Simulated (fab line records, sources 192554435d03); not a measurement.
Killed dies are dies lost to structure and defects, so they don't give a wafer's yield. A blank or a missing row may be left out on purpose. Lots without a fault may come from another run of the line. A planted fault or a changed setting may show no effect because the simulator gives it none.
Chamber matching | flow n5_finfet | N5_BEOL_M14_DEP_53 on pecvd-01: 3 sister chambers
The step deposits SiCN from 3MS/NH3, target thk 50 nm, time 17.8 s. 6 wafers are shown with their chamber, then 7 later ones without.

WAFERS WITH THEIR CHAMBER
wafer  | chamber | throttle_valve_pct (%) | showerhead_plenum_p_Torr (Torr)
L077.4 | 0       | 16.9                   | 4.175
L077.6 | 2       | 17.6                   | 4.166
L087.4 | 1       | 18.7                   | 4.147
L087.5 | 2       | 18.1                   | 4.178
L091.1 | 1       | 18.9                   | 4.155
L091.3 | 0       | 17.3                   | 4.174

WAFERS WITHOUT THEIR CHAMBER
wafer  | throttle_valve_pct (%) | showerhead_plenum_p_Torr (Torr)
L091.6 | 17.2                   | 4.165
L095.1 | 18.4                   | 4.160
L095.2 | 17.5                   | 4.171
L095.5 | 17.2                   | 4.177
L097.1 | 18.4                   | 4.174
L097.3 | 18.8                   | 4.147
L097.5 | 18.3                   | 4.166

WHICH CHAMBER EACH WENT THROUGH
wafer  | from the rows above     | in truth
L091.6 | can't be placed: 0 or 2 | 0
L095.1 | can't be placed: 1 or 2 | 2
L095.2 | can't be placed: 2 or 0 | 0
L095.5 | can't be placed: 0 or 2 | 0
L097.1 | 2                       | 2
L097.3 | 1                       | 1
L097.5 | can't be placed: 2 or 1 | 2
Placed correctly: 2 of 7. Can't be placed from these rows: 5 (the true chamber is among the candidates in 5). Placed wrongly: 0.
How it was worked out, from the rows above alone: a wafer's distance from a chamber is the root of the sum, over the readings, of the square of ((its reading less the chamber's mean) divided by the reading's scatter). The wafer belongs to the nearest chamber; if the next one is less than 2 further off, it can't be placed. A chamber's mean is the mean of its shown wafers. The scatter: the root of (the sum of the squares of (reading less its chamber's mean) over the shown wafers, divided by (wafers less chambers)).
